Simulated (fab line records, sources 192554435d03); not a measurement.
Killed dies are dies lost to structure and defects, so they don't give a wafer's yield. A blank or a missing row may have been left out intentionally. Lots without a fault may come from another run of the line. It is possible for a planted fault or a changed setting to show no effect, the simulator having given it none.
fab line records    flow n5_finfet
record lots=5  wafers=15  last_day=19
route steps=1938 shown HKMG_FIN@409 BEOL_M4@1111 PASSIVATION@1936
lots with no fault: from the same line, run without faults
start_h: hours from the record's first day to the start of the lot's first wafer shown    wait_h: hours elapsed since this lot's preceding step    " repeats the value in the row above    L1.1+2: a row that stands for several wafers    - either no value or no given start    * or withheld: withheld    < > ~ a bound
route shown NAME@n: a module of which the file shows steps, and the number in the route of the first    usual: the fault-free wafers' mean and standard deviation    same: alike in all rows    chamber/n: place in a boat    sites: per-site readings    _std_site: the standard deviation of these    _edge_site: the outer-site mean with the inner-site mean subtracted    radius_mm: for every site, how far away it sits from the centre of the wafer    mask NAME#n: copy n    behind: the most recent tool/chamber to have shaped the wafer    hold: reason for holding the lot/hours on hold/outcome of the hold    device: the transistor (n, p or np) that didn't switch    end of line: tests run on the same wafers once the route is complete    a step with no rows: only its recipe    killed: dies lost to structure and defects at the first sort, not the wafer's yield    map: shows each die of a wafer: x if killed, . if not, _ if none is there
set.NAME: the run value of the setting; set.NAME@STEP: its run value at that earlier step    model.NAME: the simulator's own value behind a step, which no gauge read
lots at selected steps of the route; one table per step, one row per wafer
services: from which hour (start_h, from the record's first day; less than 0 if before it) a tool's chamber was out of use, for how many hours, and why
## steps
# step N5_HKMG_FIN_STRIP_60
# recipe chemistry=N2/H2  power_w=2500  temp_c=300  h2_frac=0.65  time_s=360  pressure_mtorr=withheld  n2_flow_sccm=1750  h2_flow_sccm=3250
# usual drypump_motor_current_A=5.9/0.31  heater_power_w=458/46
lot.wafer  tool             chamber  start_h  wait_h  drypump_motor_current_A  heater_power_w  rf_hours_counter_h
L237.3     plasma_asher-01  0        87.64    0.1     6.1                      484             -
L237.4     "                1        "        "       6.3                      491             -
L237.5     "                0        "        "       6.1                      482             -
L240.1     plasma_asher-02  0        95.62    0.0     5.7                      380             41
L240.4     "                0        "        "       5.7                      396             -
L240.5     "                1        "        "       5.5                      464             -
L243.3     plasma_asher-02  1        115.64   0.1     5.5                      477             -
L243.4     "                0        "        "       5.7                      389             -
L243.5     "                0        "        "       5.7                      385             -
L253.1     plasma_asher-01  0        173.96   0.0     6.1                      476             104
L253.3     "                0        "        "       6.1                      462             -
L253.4     "                1        "        "       6.3                      505             -
L254.3     plasma_asher-02  1        182.79   0.2     5.5                      468             -
L254.5     "                1        "        "       5.6                      477             -
L254.6     "                0        "        "       5.7                      391             -
# step N5_HKMG_FIN_WET_ETCH_77
# recipe chemistry=dHCl  mix=1:10000  temp_c=25  target=La2O3  stop_on=HfO2  target_depth_nm=2
# step N5_HKMG_FIN_WET_ETCH_78
# recipe chemistry=dNH4OH  mix=1:50  temp_c=25  target=Al2O3  stop_on=La2O3  target_depth_nm=4.5  dry=ipa_marangoni  rinse_time_s=30  rinse_temp_c=23
# step N5_HKMG_FIN_ALD_79
# recipe material=TiN  target_thk_a=15  temp_c=400  ald_precursor_family=TiCl4  ald_co_reactant=NH3  pulse_time_s=1  purge_time_s=3  co_reactant_purge_time_s=2  co_reactant_pulse_time_s=2  ald_cycles=68  pressure_torr=3
# usual heater_power_w=877/92  precursor_pulse_height_rel=0.997/0.02  susceptor_temp_C=400.00/0.23
# same ald_cycles=68
lot.wafer  tool          chamber  start_h  wait_h  heater_power_w  precursor_pulse_height_rel  susceptor_temp_C
L237.3     ald_metal-04  3        88.00    0.0     734             0.983                       400.05
L237.4     "             2        "        "       863             1.000                       399.61
L237.5     "             2        "        "       874             0.986                       399.79
L240.1     ald_metal-02  2        96.11    0.0     885             0.995                       399.98
L240.4     "             1        "        "       956             0.993                       399.79
L240.5     "             3        "        "       881             0.994                       399.64
L243.3     ald_metal-02  3        116.08   0.0     874             0.968                       400.19
L243.4     "             2        "        "       882             1.010                       400.01
L243.5     "             3        "        "       888             0.957                       400.27
L253.1     ald_metal-01  1        174.45   0.0     895             1.035                       400.15
L253.3     "             0        "        "       862             0.988                       400.02
L253.4     "             3        "        "       753             0.984                       400.26
L254.3     ald_metal-01  3        183.16   0.0     774             0.991                       400.16
L254.5     "             1        "        "       869             1.001                       400.11
L254.6     "             0        "        "       828             1.010                       400.41
# step N5_HKMG_FIN_CVD_62
# recipe material=a-Si  target_thk_a=30  temp_c=500  precursor=Si2H6  pressure_torr=1  time_s=20.8
# usual heater_power_w=1395/120
lot.wafer  tool               chamber  start_h  wait_h  heater_power_w
L237.3     thermal_cvd_si-01  2        88.37    0.2     1409
L237.4     "                  1        "        "       1416
L237.5     "                  0        "        "       1563
L240.1     thermal_cvd_si-01  0        96.47    0.2     1536
L240.4     "                  0        "        "       1606
L240.5     "                  2        "        "       1409
L243.3     thermal_cvd_si-01  1        116.45   0.2     1430
L243.4     "                  1        "        "       1420
L243.5     "                  2        "        "       1471
L253.1     thermal_cvd_si-01  0        174.81   0.2     1539
L253.3     "                  1        "        "       1433
L253.4     "                  2        "        "       1431
L254.3     thermal_cvd_si-02  0        183.57   0.2     1301
L254.5     "                  2        "        "       1423
L254.6     "                  0        "        "       1303
# step N5_HKMG_FIN_RTA_80
# recipe temp_c=withheld  time_s=2  ambient=N2  idle_temp_c=600  ramp_up_c_per_s=150  ramp_down_c_per_s=60  cool_to_c=600
# step N5_HKMG_FIN_PRECLEAN_64
# recipe chemistry=dHF  time_s=30  temp_c=25  dilution=withheld
# step N5_HKMG_FIN_WET_ETCH_65
# recipe chemistry=TMAH  temp_c=70  conc_wt_pct=5  target=a-Si  stop_on=TiN  time_s=49  target_depth_nm=3
# step N5_HKMG_FIN_WET_ETCH_81
# recipe chemistry=SC1  target=TiN  stop_on=HfO2  mix=1:1:5  temp_c=60  time_s=57  target_depth_nm=6
# step N5_HKMG_FIN_WET_ETCH_82
# recipe chemistry=dHCl  mix=1:10000  temp_c=25  target=La2O3  stop_on=HfO2  target_depth_nm=2  dry=ipa_marangoni  rinse_time_s=30  rinse_temp_c=23
# step N5_HKMG_FIN_ALD_36
# recipe material=TiN  target_thk_a=10  temp_c=400  ald_precursor_family=TiCl4  ald_co_reactant=NH3  pulse_time_s=1  purge_time_s=3  co_reactant_purge_time_s=2  co_reactant_pulse_time_s=2  ald_cycles=47  pressure_torr=3
# usual heater_power_w=868/83  precursor_pulse_height_rel=1.001/0.021  susceptor_temp_C=399.98/0.21
# same ald_cycles=47
lot.wafer  tool          chamber  start_h  wait_h  heater_power_w  precursor_pulse_height_rel  susceptor_temp_C
L237.3     ald_metal-04  2        88.76    0.0     894             1.023                       399.87
L237.4     "             0        "        "       995             1.003                       399.62
L237.5     "             3        "        "       739             1.010                       400.21
L240.1     ald_metal-04  1        96.87    0.0     758             0.993                       400.07
L240.4     "             2        "        "       865             0.989                       399.85
L240.5     "             2        "        "       886             1.008                       400.02
L243.3     ald_metal-01  0        117.20   0.0     844             0.995                       400.01
L243.4     "             3        "        "       780             1.041                       400.26
L243.5     "             1        "        "       901             0.988                       399.80
L253.1     ald_metal-02  0        175.23   0.0     1028            1.014                       399.84
L253.3     "             1        "        "       961             0.987                       400.35
L253.4     "             3        "        "       863             0.984                       400.34
L254.3     ald_metal-01  2        183.98   0.0     891             1.004                       399.98
L254.5     "             0        "        "       843             0.996                       400.24
L254.6     "             3        "        "       773             0.987                       400.27
# step N5_HKMG_FIN_THK_MEAS_70
# recipe thk_meas_gauge=xrf  reads=HfO2_of_HKMG_FIN_HK_ALD_01
# usual HK_THK=1.603/0.019
lot.wafer  tool           chamber  start_h  wait_h  HK_THK[nm]
L237.3     film_metro-02  -        89.05    0.2     1.615
L237.4     "              -        "        "       1.627
L237.5     "              -        "        "       1.585
L240.1     film_metro-01  -        97.15    0.2     1.593
L240.4     "              -        "        "       1.583
L240.5     "              -        "        "       1.582
L243.3     film_metro-01  -        117.48   0.2     1.618
L243.4     "              -        "        "       1.621
L243.5     "              -        "        "       1.635
L253.1     film_metro-01  -        175.51   0.2     1.602
L253.3     "              -        "        "       1.603
L253.4     "              -        "        "       1.595
L254.3     film_metro-02  -        184.26   0.2     1.621
L254.5     "              -        "        "       1.625
L254.6     "              -        "        "       1.604
# step N5_HKMG_FIN_PWFM_ALD_03
# recipe material=TiN  target_thk_a=20  temp_c=400  ald_precursor_family=TiCl4  ald_co_reactant=NH3  pulse_time_s=1  purge_time_s=3  co_reactant_purge_time_s=2  co_reactant_pulse_time_s=2  ald_cycles=91  pressure_torr=3
# usual heater_power_w=885/96  precursor_pulse_height_rel=1.000/0.019  susceptor_temp_C=400.00/0.22
# same ald_cycles=91
lot.wafer  tool          chamber  start_h  wait_h  heater_power_w  precursor_pulse_height_rel  susceptor_temp_C
L237.3     ald_metal-04  2        89.08    0.0     872             0.989                       400.05
L237.4     "             3        "        "       729             1.002                       400.10
L237.5     "             1        "        "       755             0.982                       400.20
L240.1     ald_metal-02  3        97.19    0.0     865             0.982                       400.09
L240.4     "             2        "        "       874             0.994                       399.85
L240.5     "             0        "        "       1021            1.003                       399.50
L243.3     ald_metal-02  2        117.51   0.0     1044            1.047                       425.84
L243.4     "             3        "        "       882             1.010                       400.25
L243.5     "             3        "        "       873             0.991                       400.35
L253.1     ald_metal-04  1        175.55   0.0     769             0.993                       399.79
L253.3     "             2        "        "       883             0.991                       399.92
L253.4     "             0        "        "       1009            0.992                       399.99
L254.3     ald_metal-04  3        184.29   0.0     732             0.983                       400.30
L254.5     "             2        "        "       883             0.984                       400.05
L254.6     "             1        "        "       762             1.041                       400.37
# step N5_HKMG_FIN_COAT_29
# recipe resist=SOC  temp_c=250  time_s=60  spin_rpm=1500  resist_thk_nm=300
# step N5_BEOL_M4_RC_MEAS_101
# usual DIBL_N=36.0/1.7  DIBL_P=36.2/1.9  IOFF_N=0.154/0.028  IOFF_P=0.21/0.036  ION_N=675/11  ION_P=463/8.3  SS_N=71.4/0.63  SS_P=73.2/0.55  VT_N=250.2/3  VT_P=-251/3.7
lot.wafer  tool       chamber  start_h  wait_h  DIBL_N[mV/V]  DIBL_P[mV/V]  IOFF_N[nA/um]  IOFF_P[nA/um]  ION_N[uA/um]  ION_P[uA/um]  SS_N[mV/dec]  SS_P[mV/dec]  VT_N[mV]  VT_P[mV]
L237.3     prober-01  0        197.75   0.3     38.6          37.1          0.169          0.22           669           460           72.1          74.1          251.6     -250
L237.4     "          0        "        "       37.7          37.1          0.153          0.22           668           459           71.8          73.8          252.2     -249
L237.5     "          0        "        "       38.5          38.1          0.171          0.26           667           463           71.6          74.1          250.9     -248
L240.1     prober-02  0        239.53   0.0     34.3          34.7          0.126          0.17           675           459           70.9          72.1          249.3     -251
L240.4     "          0        "        "       35.3          36.5          0.142          0.19           677           465           71.6          72.9          251.4     -249
L240.5     "          0        "        "       37.2          37.9          0.172          0.22           687           475           71.5          73.1          247.1     -249
L243.3     prober-01  0        269.66   0.3     36.8          37.1          0.153          0.24           686           468           72.4          73.3          250.4     -249
L243.4     "          0        "        "       35.6          34.6          0.127          0.16           666           453           71.8          72.2          252.1     -255
L243.5     "          0        "        "       35.6          35.9          0.129          0.18           661           455           70.7          73.1          252.2     -252
L253.1     prober-01  0        330.18   0.0     33.6          34.5          0.131          0.17           675           460           71.1          73.3          252.0     -254
L253.3     "          0        "        "       30.1          29.5          0.082          0.12           643           444           70.7          71.4          257.1     -259
L253.4     "          0        "        "       31.6          31.8          0.101          0.14           658           450           70.3          72.9          255.4     -259
L254.3     prober-02  0        339.73   0.3     35.9          36.0          0.158          0.23           666           465           71.2          73.2          251.2     -248
L254.5     "          0        "        "       37.8          36.5          0.185          0.22           672           454           72.3          74.1          249.1     -250
L254.6     "          0        "        "       36.9          36.5          0.172          0.23           682           468           72.4          73.1          246.2     -250
# step N5_PASSIVATION_PROBE_49
# usual defect_limited_yield=90.9/1.4  killed_at_M0_to_M3=38/11  killed_at_M4_up=13/5.9  killed_at_contacts=14/6.4  killed_at_front_end=38/11  killed_at_other=3.3/2.5  killed_dies=107/16  killed_open=70/12  killed_short=35/7.7  sort_bin_5_function=5.3/0.94  sort_bin_6_memory=3.5/0.7  sort_n_pass=1073/16  sort_yield_pct=90.9/1.4
# same gross_dies=1180  killed_at_back_side=0  sort_bin_4_leakage[%]=0  sort_bin_8_speed[%]=0
lot.wafer  tool       chamber  start_h  wait_h  defect_limited_yield[%]  killed_at_M0_to_M3  killed_at_M4_up  killed_at_contacts  killed_at_front_end  killed_at_other  killed_dies  killed_open  killed_short  sort_bin_5_function[%]  sort_bin_6_memory[%]  sort_n_pass  sort_yield_pct[%]
L237.3     prober-01  -        294.42   0.1     89.8                     46                  29               4                   37                   4                120          78           40            5.9                     3.6                   1060         89.8
L237.4     prober-01  -        294.47   0.2     93.0                     20                  16               7                   33                   7                83           53           30            4.0                     2.8                   1097         93.0
L237.5     prober-01  -        294.52   0.2     92.7                     34                  10               4                   32                   6                86           47           37            3.6                     3.2                   1094         92.7
L253.1     prober-01  -        443.68   0.0     91.4                     26                  6                16                  44                   9                101          65           36            4.7                     3.4                   1079         91.4
L253.3     prober-01  -        443.78   0.1     92.4                     24                  8                6                   46                   6                90           66           23            4.0                     3.2                   1090         92.4
L253.4     prober-01  -        443.83   0.2     92.3                     33                  10               4                   41                   3                91           61           29            3.4                     4.2                   1089         92.3
L254.3     prober-02  -        461.58   0.1     90.0                     49                  7                13                  45                   4                118          67           45            5.2                     4.1                   1062         90.0
L254.5     prober-02  -        461.68   0.2     90.5                     37                  10               17                  47                   1                112          72           40            5.3                     3.8                   1068         90.5
L254.6     prober-02  -        461.73   0.3     89.4                     65                  14               8                   34                   4                125          84           39            6.4                     3.9                   1055         89.4
# killed by level:class
L237.3 BEOL_M0_SAQP:geometric_particle:short=12 BEOL_M4:geometric_particle:open=12 BEOL_M5:geometric_particle:open=11 FIN_SAQP:geometric_particle:open=10 BEOL_M1:geometric_particle:open=10 FIN_SAQP:geometric_particle:short=8 BEOL_M0_SAQP:geometric_particle:open=8 BEOL_M3:geometric_particle:open=7
L237.4 STI_FIN_REVEAL:geometric_particle:open=8 MOL_CONTACT_COAG:geometric_particle:open=6 BEOL_M1:geometric_particle:open=6 BEOL_M4:geometric_particle:open=6 FIN_SAQP:geometric_particle:open=5 FIN_SAQP:geometric_particle:short=5 GATE_CUT:geometric_particle:short=5 BEOL_M3:geometric_particle:open=5
L237.5 FIN_SAQP:geometric_particle:short=11 BEOL_M3:geometric_particle:open=9 BEOL_M0_SAQP:geometric_particle:open=8 BEOL_M0_SAQP:geometric_particle:short=6 BEOL_M3:geometric_particle:short=6 FIN_SAQP:geometric_particle:open=4 STI_FIN_REVEAL:geometric_particle:open=4 MOL_CONTACT_COAG:geometric_particle:open=4
L253.1 FIN_SAQP:geometric_particle:short=15 MOL_CONTACT_COAG:geometric_particle:open=14 STI_FIN_REVEAL:geometric_particle:open=8 BEOL_M1:geometric_particle:open=7 FIN_SAQP:geometric_particle:open=6 BEOL_M2:geometric_particle:open=5 BEOL_M3:geometric_particle:open=5 PASS1_CAP:geometric_particle:open=4
L253.3 STI_FIN_REVEAL:geometric_particle:open=17 FIN_SAQP:geometric_particle:open=12 STI_FIN_REVEAL:geometric_particle:short=6 BEOL_M0_SAQP:geometric_particle:short=5 MOL_CONTACT_COAG:geometric_particle:open=5 STARTING-WAFER:geometric_particle:open=5 BEOL_M0_SAQP:geometric_particle:open=4 BEOL_M1:geometric_particle:open=4
L253.4 STI_FIN_REVEAL:geometric_particle:open=12 BEOL_M2:geometric_particle:open=12 FIN_SAQP:geometric_particle:open=7 FIN_SAQP:geometric_particle:short=6 BEOL_M0_SAQP:geometric_particle:short=5 MOL_CONTACT_COAG:geometric_particle:open=4 BEOL_M3:geometric_particle:open=4 GATE_CUT:geometric_particle:short=3
L254.3 FIN_SAQP:geometric_particle:short=13 BEOL_M1:geometric_particle:open=12 FIN_SAQP:geometric_particle:open=11 MOL_CONTACT_COAG:geometric_particle:open=10 BEOL_M0_SAQP:geometric_particle:short=8 BEOL_M1:geometric_particle:short=7 BEOL_M3:geometric_particle:open=7 BEOL_M0_SAQP:geometric_particle:open=6
L254.5 MOL_CONTACT_COAG:geometric_particle:open=15 FIN_SAQP:geometric_particle:short=12 BEOL_M1:geometric_particle:open=12 STI_FIN_REVEAL:geometric_particle:open=8 FIN_SAQP:geometric_particle:open=7 GATE_CUT:geometric_particle:short=6 BEOL_M1:geometric_particle:short=6 BEOL_M0_SAQP:geometric_particle:short=5
L254.6 BEOL_M1:geometric_particle:open=26 STI_FIN_REVEAL:geometric_particle:open=10 BEOL_M1:geometric_particle:short=10 BEOL_M2:geometric_particle:open=8 FIN_SAQP:geometric_particle:short=6 BEOL_M3:geometric_particle:open=6 MOL_CONTACT_COAG:geometric_particle:open=6 BEOL_M0_SAQP:geometric_particle:open=6
## services
tool               chamber  start_h  hours  kind
plasma_asher-01    -        66.42    4.4    repair
ald_metal-01       0        74.13    4.7    repair
ald_metal-02       0        78.36    4.6    repair
thermal_cvd_si-02  -        87.07    0.6    repair
ald_metal-01       0        88.47    3.5    repair
thermal_cvd_si-02  1        168.09   19.4   repair
ald_metal-02       2        183.39   4.4    repair
## key
first_sign step=N5_HKMG_FIN_PWFM_ALD_03  reading=susceptor_temp_C  direction=up  sigmas=99+  usual=*  struck=*
effect none on later readings
met_at N5_HKMG_FIN_PWFM_ALD_03
struck_wafers L243.3
onset_between 97.19 117.51
fault kind=process_parameter_drift  tool=ald_metal-02  chamber=2  onset_h=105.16  steps=N5_HKMG_FIN_PWFM_ALD_03  channel=temp_c  offset=*  shape=step  end_h=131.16  acts_in=*  stated=*
